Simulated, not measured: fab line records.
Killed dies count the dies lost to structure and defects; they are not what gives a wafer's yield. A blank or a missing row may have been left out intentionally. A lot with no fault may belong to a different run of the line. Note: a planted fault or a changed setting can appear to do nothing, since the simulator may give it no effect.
fab line records | flow nandHarc
record: lots: 11 wafers: 33 lastDay: 32
route steps=1302 shown A_STAIRCASE@700
lots with no fault: from the same line, run without faults
startH: start of the lot's first displayed wafer, in hours after the record's first day | waitH: how many hours have passed since the lot's step before this one | " repeats the value in the row above | L1.1+2: one row covering several wafers at once | - no value, or no start was given | * or withheld: withheld | < > ~ a bound
route shown NAME@n: a module of which the file shows steps, and the number in the route of the first | usual: average and standard deviation across the fault-free wafers | same: alike in all rows | chamber/n: place in a boat | sites: the reading at each site | _std_site: the standard deviation of these | _edge_site: inner sites' mean taken away from outer sites' mean | radiusMm: for every site, how far away it sits from the centre of the wafer | mask NAME#n: copy n | behind: tool/chamber where the wafer was last shaped | hold: the reason the lot was held/the length of the hold in hours/how it ended | device: which transistor (n, p or np) failed to switch | end of line: the route-end tests of the same wafers | a step given without rows: its recipe and nothing more | killed: count of dies lost to structure and defects at first sort (not the wafer's yield) | map: a wafer's dies, marking killed ones x, the rest . and places with no die _
set.NAME: the setting the step ran with; set.NAME@STEP: the setting that earlier step ran with | model.NAME: the simulator's own value behind a step, which no gauge read
steps of the route over a sample of lots; a table a step, a row a wafer
services: a tool's chamber out of use, with start hour (startH, from the record's first day; less than 0 if before it), hours out, and reason
== steps ==
step: NHARC_A_STAIRCASE_DESCUM_186
recipe: timeS: 3 o2FlowSccm: 200 arFlowSccm: 0 biasPowerW: 0 chemistry: O2
usual: drypumpMotorCurrentA: 5.6/0.61 oesProductAu: 1.000/0.01 rfVppV: 57.8/0.9 showerheadPlenumPTorr: 1.91/0.084 throttleValvePct: 11.310/0.0095
columns lot.wafer tool chamber startH waitH drypumpMotorCurrentA oesProductAu rfHoursCounterH rfVppV showerheadPlenumPTorr throttleValvePct
L436.2 rieDiel-06 3 344.85 - 6.5 1.002 10 57.7 1.79 11.308
L436.6 " 0 " " 5.7 0.999 - 57.9 2.00 11.308
L436.5 " 1 " " 5.5 0.991 - 58.5 1.97 11.315
L437.3 rieDiel-01 3 364.10 - 4.9 0.997 58 57.5 1.82 11.307
L437.1 " 0 " " 5.5 0.999 62 58.4 1.91 11.310
L437.5 " 3 " " 4.9 0.999 - 57.5 1.82 11.312
L440.1 rieDiel-06 1 397.61 - 5.5 0.973 28 57.3 1.96 11.319
L440.2 " 3 " " 6.5 0.984 31 57.0 1.78 11.302
L440.3 " 0 " " 5.6 1.013 25 58.4 2.00 11.317
L441.4 rieDiel-06 0 403.95 - 5.6 1.008 26 58.6 2.00 11.306
L441.2 " 1 " " 5.5 0.984 29 58.6 1.96 11.285
L441.6 " 1 " " 5.5 0.979 - 58.6 1.96 11.300
L444.3 rieDiel-06 3 431.54 - 6.5 1.001 41 58.2 1.78 11.313
L444.2 " 1 " " 5.5 0.988 44 57.3 1.96 11.325
L444.5 " 0 " " 5.6 1.010 - 59.1 1.99 11.307
L445.2 rieDiel-05 1 441.75 - 4.8 1.016 6 57.4 1.83 11.323
L445.3 " 2 " " 6.3 1.004 6 57.1 1.84 11.303
L445.1 " 0 " " 5.2 0.997 6 56.8 1.88 11.311
L446.4 rieDiel-06 3 457.50 - 6.5 1.007 51 57.0 1.77 11.310
L446.3 " 2 " " 5.0 1.012 58 58.8 1.88 11.324
L446.5 " 3 " " 6.5 0.987 - 57.2 1.77 11.309
L453.4 rieDiel-06 2 515.01 - 5.0 1.003 7 60.0 1.88 11.305
L453.2 " 0 " " 5.6 1.001 9 58.9 1.98 11.320
L453.5 " 2 " " 5.0 1.000 - 58.2 1.88 11.324
L452.2 rieDiel-01 3 515.94 - 4.9 1.000 42 57.5 1.80 11.320
L452.3 " 2 " " 5.7 0.985 45 57.6 1.89 11.309
L452.6 " 3 " " 4.9 0.994 - 55.4 1.80 11.317
L454.2 rieDiel-06 0 540.19 - 5.7 1.004 17 57.7 1.98 11.310
L454.6 " 2 " " 5.0 1.002 - 57.4 1.87 11.303
L454.5 " 3 " " 6.5 1.015 - 56.9 2.07 11.312
L455.2 rieDiel-01 3 543.69 - 4.9 0.998 48 57.4 1.80 11.308
L455.1 " 1 " " 6.7 1.000 50 56.3 1.92 11.320
L455.4 " 2 " " 5.7 0.993 54 58.2 1.89 11.308
step: NHARC_A_STAIRCASE_TRIM_189
recipe: timeS: 211.2 o2FlowSccm: 500 arFlowSccm: 0 biasW: 0 chemistry: O2
usual: drypumpMotorCurrentA: 5.6/0.63 oesProductAu: 0.997/0.011 rfVppV: 57.8/0.95 showerheadPlenumPTorr: 3.52/0.14 throttleValvePct: 17.036/0.0097
same: biasW: 0
columns lot.wafer tool chamber startH waitH drypumpMotorCurrentA oesProductAu rfHoursCounterH rfVppV showerheadPlenumPTorr throttleValvePct
L436.2 rieDiel-06 0 - - 5.7 0.992 8 58.3 3.68 17.031
L436.5 " 2 " " 5.0 0.998 - 57.2 3.50 17.038
L436.6 " 3 " " 6.5 1.003 - 56.8 3.31 17.041
L437.1 rieDiel-01 3 - - 4.9 0.995 59 58.2 3.36 17.041
L437.3 " 1 " " 6.8 1.017 62 56.9 3.57 17.029
L437.5 " 2 " " 5.7 0.995 - 58.7 3.51 17.028
L440.3 rieDiel-06 2 - - 5.0 1.012 34 58.6 3.48 17.031
L440.2 " 3 " " 6.5 0.993 31 56.6 3.30 17.024
L440.1 " 0 " " 5.7 1.007 25 58.5 3.67 17.040
L441.2 rieDiel-06 3 - - 6.5 0.998 32 57.1 3.30 17.040
L441.4 " 0 " " 5.6 1.007 26 58.2 3.67 17.047
L441.6 " 1 " " 5.5 0.976 - 57.9 3.61 17.041
L444.3 rieDiel-06 3 - - 6.5 0.999 41 55.8 3.29 17.064
L444.2 " 2 " " 5.0 1.002 48 58.1 3.48 17.045
L444.5 " 0 " " 5.7 1.000 - 57.6 3.67 17.064
L445.2 rieDiel-05 2 - - 6.4 0.983 6 57.1 3.41 17.040
L445.1 " 3 " " 4.9 0.998 6 60.1 3.80 17.026
L445.3 " 1 " " 4.7 1.025 6 57.3 3.38 17.038
L446.4 rieDiel-06 0 - - 5.6 1.012 47 58.3 3.66 17.036
L446.3 " 1 " " 5.4 0.978 54 57.2 3.59 17.043
L446.5 " 1 " " 5.5 0.989 - 57.6 3.59 17.035
L453.4 rieDiel-06 3 - - 6.5 1.010 8 59.6 3.80 17.036
L453.2 " 0 " " 5.6 0.992 9 57.9 3.65 17.021
L453.5 " 1 " " 5.5 0.995 - 56.4 3.59 17.032
L452.2 rieDiel-01 1 - - 6.7 0.997 41 58.0 3.55 17.041
L452.3 " 3 " " 4.9 0.992 42 57.3 3.34 17.042
L452.6 " 1 " " 6.7 1.007 - 56.8 3.55 17.035
L454.2 rieDiel-06 2 - - 5.1 0.993 16 58.6 3.46 17.033
L454.6 " 2 " " 5.0 0.996 - 57.5 3.46 17.035
L454.5 " 3 " " 6.5 1.011 - 59.4 3.80 17.024
L455.1 rieDiel-01 1 - - 6.7 1.009 50 58.2 3.54 17.039
L455.2 " 2 " " 5.7 0.989 54 57.5 3.48 17.038
L455.4 " 0 " " 5.5 0.994 51 57.5 3.50 17.031
step: NHARC_A_STAIRCASE_ETCH_194
recipe: targetDepthA: 1000 timeS: 40.5 ionEnergyEv: 400 c4f8FlowSccm: 20 o2FlowSccm: 10 arFlowSccm: withheld rfW: 600 biasW: 1000 chemistry: C4F8/O2
usual: biasW: 999.8/2.9 oesProductAu: 0.942/0.011 rfFwdPowerW: 592.8/2.4 rfVppV: 896/5.3
columns lot.wafer tool chamber startH waitH biasW oesProductAu rfFwdPowerW rfHoursCounterH rfVppV
L436.2 rieDiel-06 3 - - 1000.2 0.945 593.7 10 888
L436.6 " 3 " " 1001.8 0.959 597.0 - 887
L436.5 " 0 " " 998.8 0.924 595.1 - 901
L437.3 rieDiel-01 3 - - 999.1 0.943 597.4 59 890
L437.1 " 1 " " 998.3 0.960 596.1 62 898
L437.5 " 0 " " 994.4 0.952 593.3 - 895
L440.1 rieDiel-06 3 - - 997.2 0.925 594.4 31 887
L440.3 " 0 " " 999.6 0.948 596.2 25 900
L440.2 " 2 " " 1001.9 0.943 596.5 34 895
L441.4 rieDiel-06 2 - - 999.7 0.955 592.2 35 894
L441.2 " 1 " " 1002.0 0.935 593.1 29 898
L441.6 " 2 " " 1003.7 0.956 593.1 - 895
L444.2 rieDiel-06 2 - - 999.9 0.951 595.6 48 895
L444.3 " 3 " " 998.1 0.949 592.0 41 887
L444.5 " 1 " " 998.6 0.928 590.0 - 898
L445.2 rieDiel-05 1 - - 1000.5 0.948 589.2 7 890
L445.3 " 2 " " 1000.9 0.928 588.2 6 890
L445.1 " 3 " " 1000.1 0.939 592.6 6 906
L446.4 rieDiel-06 3 - - 1002.3 0.933 595.7 51 887
L446.3 " 1 " " 997.7 0.938 592.1 54 898
L446.5 " 0 " " 998.9 0.954 591.6 - 900
L453.4 rieDiel-06 2 - - 1001.6 0.928 594.4 7 895
L453.2 " 1 " " 994.8 0.943 590.6 9 898
L453.5 " 3 " " 998.6 0.935 595.2 - 905
L452.2 rieDiel-01 3 - - 1000.4 0.936 594.5 42 891
L452.3 " 1 " " 997.8 0.954 596.6 42 898
L452.6 " 3 " " 997.5 0.941 596.7 - 888
L454.2 rieDiel-06 1 - - 999.2 0.959 591.0 15 897
L454.5 " 3 " " 1003.4 0.964 596.4 - 905
L454.6 " 0 " " 1002.3 0.958 597.0 - 899
L455.2 rieDiel-01 2 - - 999.4 0.936 593.9 55 894
L455.1 " 3 " " 999.6 0.946 593.9 48 889
L455.4 " 0 " " 997.9 0.950 594.7 52 895
step: NHARC_A_STAIRCASE_ETCH_201
recipe: targetDepthA: 1000 timeS: 40.5 ionEnergyEv: 400 c4f8FlowSccm: 20 o2FlowSccm: 10 arFlowSccm: withheld rfW: 600 biasW: 1000 chemistry: C4F8/O2
usual: biasW: 999.9/2.8 oesProductAu: 0.943/0.012 rfFwdPowerW: 592.8/2.6 rfVppV: 895/4.9
columns lot.wafer tool chamber startH waitH biasW oesProductAu rfFwdPowerW rfHoursCounterH rfVppV
L436.2 rieDiel-06 3 346.66 - 1000.7 0.959 596.1 11 888
L436.5 " 1 " " 1000.0 0.927 592.7 - 900
L436.6 " 2 " " 1003.8 0.949 593.0 - 893
L437.3 rieDiel-01 3 366.47 - 998.3 0.939 593.9 59 889
L437.1 " 2 " " 1004.1 0.923 594.7 60 895
L437.5 " 3 " " 999.8 0.932 594.7 - 890
L440.1 rieDiel-06 2 399.51 - 1004.3 0.930 593.0 35 895
L440.2 " 0 " " 998.3 0.959 595.3 26 901
L440.3 " 1 " " 994.9 0.916 592.6 29 898
L441.4 rieDiel-01 0 405.72 - 996.3 0.944 595.5 4 896
L441.2 " 2 " " 1006.9 0.946 596.7 5 896
L441.6 " 3 " " 998.0 0.961 594.0 - 889
L444.3 rieDiel-01 3 434.29 - 999.3 0.944 591.2 12 889
L444.2 " 2 " " 1003.1 0.937 592.4 14 894
L444.5 " 0 " " 997.6 0.937 592.7 - 895
L445.2 rieDiel-05 2 443.67 - 998.4 0.932 590.4 7 893
L445.3 " 3 " " 1001.1 0.928 591.3 7 906
L445.1 " 1 " " 1000.2 0.958 592.1 7 891
L446.4 rieDiel-05 1 459.26 - 998.9 0.968 592.1 10 890
L446.3 " 2 " " 999.9 0.937 589.8 11 890
L446.5 " 1 " " 1000.1 0.967 591.9 - 890
L453.2 rieDiel-01 3 516.90 - 1000.5 1.023 692.7 42 889
L453.4 " 0 " " 1001.8 1.018 686.8 42 897
L453.5 " 1 " " 1001.1 1.030 691.9 - 896
L452.3 rieDiel-01 3 517.93 - 995.1 1.023 693.5 43 889
L452.2 " 0 " " 994.3 1.016 690.3 43 895
L452.6 " 2 " " 997.5 1.022 690.2 - 895
L454.2 rieDiel-06 0 542.41 - 997.3 0.938 594.2 17 902
L454.6 " 1 " " 1000.1 0.935 594.4 - 897
L454.5 " 2 " " 1000.7 0.931 593.9 - 893
L455.4 rieDiel-06 2 545.51 - 999.1 0.937 594.6 17 894
L455.2 " 0 " " 1000.0 0.952 592.4 18 900
L455.1 " 1 " " 1001.4 0.945 590.6 16 898
== services ==
columns tool chamber startH hours kind
rieDiel-05 0 330.05 3.3 repair
rieDiel-05 3 340.22 13.9 repair
rieDiel-06 0 340.75 - clean
rieDiel-06 1 340.75 - clean
rieDiel-06 2 340.75 - clean
rieDiel-06 3 340.75 - clean
rieDiel-05 1 365.82 2.9 repair
rieDiel-06 0 366.42 - clean
rieDiel-06 1 366.42 - clean
rieDiel-06 2 366.42 - clean
rieDiel-06 3 366.42 - clean
rieDiel-01 - 377.14 1.4 repair
rieDiel-01 - 381.26 9.0 pm
rieDiel-06 0 391.26 - clean
rieDiel-06 1 391.26 - clean
rieDiel-06 2 391.26 - clean
rieDiel-06 3 391.26 - clean
rieDiel-06 - 402.50 0.5 repair
rieDiel-05 - 406.63 9.0 pm
rieDiel-06 0 416.74 - clean
rieDiel-01 1 441.49 7.4 repair
rieDiel-06 - 484.25 9.0 pm
rieDiel-05 2 524.64 1.5 repair
rieDiel-01 3 528.71 7.8 repair
== key ==
firstSign: step: NHARC_A_STAIRCASE_ETCH_201 reading: rfFwdPowerW direction: up sigmas: 38 usual: * struck: *
effect: step: NHARC_A_STAIRCASE_ETCH_201 reading: oesProductAu direction: up sigmas: 6.4 usual: 0.943 struck: 1.022
metAt NHARC_A_STAIRCASE_ETCH_201
struckLots L452,L453
testerLeftOut L452,L453
notActingAt NHARC_A_STAIRCASE_DESCUM_186,NHARC_A_STAIRCASE_TRIM_189,NHARC_A_STAIRCASE_ETCH_194
onsetBetween 434.29 516.90
fault: kind: processParameterDrift tool: rieDiel-01 chamber: - onsetH: 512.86 steps: NHARC_A_STAIRCASE_ETCH_201 channel: rfW offset: * shape: step endH: 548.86 actsIn: * stated: *
testerLeftOut: of these lots the tester's yield and bins aren't shown, on N5 and GAA mostly nor the transistor test; their killed dies are dies lost to structure and defects alone, not to doping, threshold or leakage, so they don't give the yield
